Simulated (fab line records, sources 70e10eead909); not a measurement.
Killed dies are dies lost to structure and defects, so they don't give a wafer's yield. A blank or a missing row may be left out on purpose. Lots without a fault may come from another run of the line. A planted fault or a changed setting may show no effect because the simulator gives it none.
fab line records | flow nand_harc
record lots=5 wafers=15 last_day=33
route steps=1302 shown A_STAIRCASE@841 END@1302
lots that met no fault: from a run of the same line without faults
start_h: hours from the record's first day to the start of the lot's first wafer shown | wait_h: hours since the lot's step before | " the same as in the row above | L1.1+2: a row that stands for several wafers | - no value, or no start given | * or withheld: withheld | < > ~ a bound
route shown NAME@n: a module of which the file shows steps, and the number in the route of the first | usual: mean/standard deviation of fault-free wafers | same: alike in all rows | chamber/n: place in a boat | sites: the reading at each site | _std_site: their standard deviation | _edge_site: outer sites' mean less inner sites' | radius_mm: how far each site lies from the wafer's centre | mask NAME#n: copy n | behind: the tool/chamber that last shaped the wafer | hold: why the lot was held/for how many hours/how that ended | device: the transistor (n, p or np) that didn't switch | end of line: the same wafers' tests at the end of the route | a step without rows: its recipe alone | killed: dies lost to structure and defects at the first sort, not the wafer's yield | map: a wafer's dies, x killed, . not, _ none there
set.NAME: the setting as run; set.NAME@STEP: as run at that earlier step | model.NAME: the simulator's own value behind a step, which no gauge read
lots at some steps of the route; a table a step, a row a wafer
services: from which hour (start_h, from the record's first day; less than 0 if before it) a tool's chamber was out of use, for how many hours, and why
## steps
# step NHARC_A_STAIRCASE_ALD_415
# recipe target_thk_a=300 pulse_time_s=6 ald_cycles=300 temp_c=300 material=SiO2
# usual heater_power_w=455/27 precursor_pulse_height_rel=1.001/0.02
# columns lot.wafer tool chamber start_h wait_h heater_power_w precursor_pulse_height_rel
L235.2 ald_hk-04 2 389.46 1.8 455 1.022
L235.4 " 3 " " 463 0.981
L235.5 " 0 " " 471 0.964
L238.3 ald_hk-02 1 432.03 0.3 497 0.990
L238.4 " 2 " " 426 1.005
L238.6 " 0 " " 406 1.001
L244.1 ald_hk-01 2 503.88 0.3 452 1.007
L244.3 " 0 " " 417 0.971
L244.6 " 2 " " 452 1.019
L255.4 ald_hk-01 1 599.54 0.5 482 1.016
L255.6 " 3 " " 437 0.992
L255.5 " 0 " " 441 0.994
L254.2 ald_hk-01 1 600.47 1.3 483 1.062
L254.4 " 2 " " 463 0.993
L254.5 " 1 " " 488 1.002
# step NHARC_A_STAIRCASE_ETCHBACK_416
# recipe target_depth_a=360 time_s=7.2 c4f8_flow_sccm=withheld o2_flow_sccm=8 ar_flow_sccm=withheld rf_w=600 bias_w=800 chemistry=C4F8/O2/Ar
# usual oes_product_au=0.935/0.025 rf_fwd_power_W=586.3/3 rf_vpp_V=723/4
# columns lot.wafer tool chamber start_h wait_h oes_product_au rf_fwd_power_W rf_hours_counter_h rf_vpp_V
L235.4 rie_diel-03 1 - - 0.933 585.3 32 724
L235.2 " 2 " " 0.923 583.0 32 722
L235.5 " 3 " " 0.939 583.8 - 715
L238.3 rie_diel-12 0 - - 0.938 587.1 53 719
L238.4 " 2 " " 0.926 580.5 55 724
L238.6 " 0 " " 0.945 586.3 - 720
L244.1 rie_diel-12 1 - - 0.921 586.0 19 724
L244.3 " 0 " " 0.929 587.6 19 719
L244.6 " 1 " " 0.923 586.7 - 723
L255.4 rie_diel-12 1 - - 0.932 586.0 55 723
L255.6 " 1 " " 0.926 585.1 - 723
L255.5 " 2 " " 0.914 581.6 - 723
L254.4 rie_diel-03 0 - - 0.943 585.3 45 725
L254.2 " 3 " " 0.919 586.7 46 730
L254.5 " 0 " " 0.941 585.0 - 727
# step NHARC_A_STAIRCASE_STRIP_476
# recipe time_s=20 o2_flow_sccm=500 ar_flow_sccm=0 bias_w=0 chemistry=O2
# usual drypump_motor_current_A=5.8/0.42 oes_product_au=1.002/0.0099 rf_vpp_V=57.8/0.87 showerhead_plenum_p_Torr=3.51/0.14 throttle_valve_pct=17.036/0.009
# columns lot.wafer tool chamber start_h wait_h drypump_motor_current_A oes_product_au rf_hours_counter_h rf_vpp_V showerhead_plenum_p_Torr throttle_valve_pct
L235.2 rie_diel-03 1 391.18 0.1 5.7 1.007 32 58.5 3.58 17.027
L235.4 " 2 " " 5.0 1.013 32 58.3 3.54 17.035
L235.5 " 2 " " 5.0 1.014 - 57.4 3.54 17.019
L238.4 rie_diel-12 2 433.97 0.1 5.6 1.005 55 57.5 3.55 17.041
L238.3 " 0 " " 6.2 1.006 53 58.4 3.40 17.031
L238.6 " 1 " " 6.2 0.986 - 57.8 3.55 17.045
L244.1 rie_diel-12 2 505.83 0.1 5.6 1.002 19 58.9 3.54 17.051
L244.3 " 1 " " 6.2 1.001 19 59.7 3.54 17.033
L244.6 " 3 " " 6.1 1.010 - 56.2 3.31 17.034
L255.4 rie_diel-12 2 601.36 0.1 5.6 1.001 - 57.7 3.52 17.023
L255.5 " 3 " " 6.1 1.006 - 58.6 3.29 17.041
L255.6 " 1 " " 6.2 1.013 - 56.1 3.52 17.038
L254.2 rie_diel-03 0 602.63 0.1 6.6 1.011 45 57.1 3.61 17.036
L254.4 " 1 " " 5.7 1.002 37 57.7 3.55 17.049
L254.5 " 2 " " 5.0 1.009 - 57.9 3.50 17.025
# step NHARC_A_STAIRCASE_DEP_417
# recipe target_thk_a=600 step_coverage_pct=20 temp_c=400 target_thk_nm=60 flow_sccm=200 rf_w=450 material=Si3N4
# usual heater_power_w=718/73 rf_fwd_power_W=449.3/1.5
# columns lot.wafer tool chamber start_h wait_h heater_power_w rf_fwd_power_W
L235.2 pecvd-01 2 391.36 - 815 449.8
L235.4 " 0 " " 600 450.5
L235.5 " 2 " " 808 450.4
L238.3 pecvd-02 1 434.16 - 709 452.7
L238.6 " 2 " " 723 449.6
L238.4 " 0 " " 726 448.4
L244.1 pecvd-04 2 505.93 - 808 449.9
L244.3 " 0 " " 669 447.1
L244.6 " 2 " " 767 448.0
L255.4 pecvd-04 0 601.58 - 637 447.6
L255.6 " 1 " " 726 450.1
L255.5 " 2 " " 752 453.1
L254.2 pecvd-02 2 602.81 - 600 449.8
L254.4 " 1 " " 788 449.8
L254.5 " 2 " " 600 449.6
# step NHARC_A_STAIRCASE_WET_418
# recipe temp_c=160 target_depth_a=200 chemistry=H3PO4
# step NHARC_A_STAIRCASE_PRECLEAN_419
# recipe time_s=* temp_c=50 bath_age_min=0 chemistry=SC1
# step NHARC_A_STAIRCASE_SRD_421
# step NHARC_A_STAIRCASE_ALD_420
# recipe target_thk_a=200 pulse_time_s=6 ald_cycles=200 temp_c=300 material=SiO2
# usual heater_power_w=455/31 precursor_pulse_height_rel=1.001/0.019
# columns lot.wafer tool chamber start_h wait_h heater_power_w precursor_pulse_height_rel
L235.4 ald_hk-01 0 393.99 - 438 1.060
L235.2 " 3 " " 426 1.001
L235.5 " 1 " " 501 1.008
L238.4 ald_hk-01 2 437.11 - 453 1.009
L238.3 " 3 " " 419 0.974
L238.6 " 0 " " 445 1.046
L244.1 ald_hk-04 2 508.57 - 491 1.019
L244.3 " 0 " " 490 1.021
L244.6 " 2 " " 495 1.008
L255.4 ald_hk-02 3 604.31 - 467 0.999
L255.6 " 2 " " 438 1.022
L255.5 " 3 " " 460 1.000
L254.4 ald_hk-01 3 604.31 - 431 1.008
L254.2 " 0 " " 432 1.019
L254.5 " 3 " " 431 0.995
# step NHARC_A_STAIRCASE_CVD_552
# recipe target_thk_a=400 temp_c=700 pressure_mtorr=300 material=SiNx
# step NHARC_A_STAIRCASE_DEP_151
# recipe target_thk_a=72000 temp_c=400 target_thk_nm=7200 teos_flow_sccm=200 rf_w=500 material=SiO2
# step NHARC_A_STAIRCASE_ANNEAL_320
# recipe temp_c=750 time_s=1800
# step NHARC_A_STAIRCASE_DEP_322
# recipe target_thk_a=72000 temp_c=400 target_thk_nm=7200 teos_flow_sccm=200 rf_w=500 material=SiO2
# usual heater_power_w=640/81 mfc_precursor_sccm=200.0/0.62 rf_fwd_power_W=499.3/1.6
# columns lot.wafer tool chamber start_h wait_h heater_power_w mfc_precursor_sccm rf_fwd_power_W
L235.2 pecvd-01 2 409.95 0.1 801 200.0 498.4
L235.4 " 2 " " 637 201.6 499.6
L235.5 " 0 " " 530 200.8 500.0
L238.3 pecvd-01 0 452.22 0.2 604 200.3 497.1
L238.4 " 0 " " 542 199.7 498.1
L238.6 " 1 " " 515 199.1 500.8
L244.3 pecvd-04 0 524.50 0.1 648 199.1 500.4
L244.1 " 1 " " 637 200.0 502.2
L244.6 " 0 " " 623 199.4 500.1
L254.2 pecvd-01 2 620.03 0.1 721 230.5 498.8
L254.5 " 0 " " 561 200.9 498.6
L254.4 " 1 " " 490 200.8 499.2
L255.4 pecvd-04 1 620.32 0.4 613 200.3 500.4
L255.6 " 2 " " 646 199.8 499.1
L255.5 " 0 " " 644 199.6 501.9
# step NHARC_A_STAIRCASE_ANNEAL_323
# recipe temp_c=750 time_s=1800
# step NHARC_END_SORT_01
# recipe temp_c=25
# usual killed_at_array=65/19 killed_at_other=0.9/1.1 killed_at_periphery=3.5/2.3 killed_dies=69/19 killed_open=3.2/1.8 killed_short=2.4/1.5
# same gross_dies=677
# columns lot.wafer tool chamber start_h wait_h killed_at_array killed_at_other killed_at_periphery killed_dies killed_open killed_short
L244.1 prober-02 0 683.87 2.5 74 0 4 78 3 1
L244.3 prober-02 0 685.46 3.1 79 1 2 82 1 1
L244.6 prober-02 0 687.85 4.0 88 3 3 94 5 1
# killed by level:class
L244.1 A_SLIT:chamber_film_flake=31 A_CHANNEL_HOLE_D1:chamber_film_flake=29 A_STAIRCASE:chamber_film_flake=5 A_WL_FILL:chamber_film_flake=3 P_STI:chamber_film_flake=2 A_SGD_CUT:chamber_film_flake=2 P_M0:geometric_particle:open=1 P_M1:geometric_particle:open=1
L244.3 A_CHANNEL_HOLE_D1:chamber_film_flake=36 A_SLIT:chamber_film_flake=30 A_SGD_CUT:chamber_film_flake=5 A_STAIRCASE:chamber_film_flake=3 A_WL_FILL:chamber_film_flake=2 P_CONTACT:geometric_particle:open=1 A_BLC:geometric_particle:short=1 P_ZERO_WELL:chamber_film_flake=1
L244.6 A_SLIT:chamber_film_flake=41 A_CHANNEL_HOLE_D1:chamber_film_flake=34 A_ONON_D1:geometric_particle:open=2 A_STAIRCASE:chamber_film_flake=2 A_CONTACT:chamber_film_flake=2 THIN_TSV:chamber_film_flake=2 A_SOURCE_PLATE:geometric_particle:short=1 A_CHANNEL_FILL_D2:geometric_particle:open=1
## services
# columns tool chamber start_h hours kind
rie_diel-12 - 376.64 0.5 repair
rie_diel-03 2 394.33 1.7 repair
rie_diel-03 0 400.29 7.5 repair
rie_diel-12 3 401.05 5.6 repair
pecvd-02 - 408.09 13.0 pm
ald_hk-04 - 434.54 10.0 pm
pecvd-02 - 439.73 0.7 repair
rie_diel-12 - 447.42 9.0 pm
pecvd-04 - 450.22 13.0 pm
rie_diel-03 2 453.37 4.3 repair
rie_diel-12 - 458.24 0.5 repair
rie_diel-03 - 459.55 9.0 pm
pecvd-02 1 462.07 10.2 repair
pecvd-01 0 491.00 11.1 repair
pecvd-01 - 492.22 13.0 pm
rie_diel-03 1 502.74 20.3 repair
pecvd-01 1 521.48 6.5 repair
ald_hk-01 - 522.58 0.7 repair
ald_hk-02 - 526.43 10.0 pm
rie_diel-12 - 536.03 2.2 repair
pecvd-04 2 558.56 5.7 repair
rie_diel-12 2 569.33 2.6 repair
pecvd-02 - 589.21 13.0 pm
rie_diel-03 0 606.54 6.3 repair
## key
first_sign step=NHARC_A_STAIRCASE_DEP_322 reading=mfc_precursor_sccm direction=up sigmas=49 usual=200.0 struck=230.5
effect none on later readings
met_at NHARC_A_STAIRCASE_DEP_322
struck_wafers L254.2
tester_left_out L254
onset_between 409.95 620.03
fault kind=process_parameter_drift tool=pecvd-01 chamber=2 onset_h=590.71 steps=NHARC_A_STAIRCASE_DEP_322 channel=teos_flow_sccm offset=* shape=step end_h=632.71 acts_in=* stated=*
# tester_left_out: of these lots the tester's yield and bins aren't shown, on N5 and GAA mostly nor the transistor test; their killed dies are dies lost to structure and defects alone, not to doping, threshold or leakage, so they don't give the yield
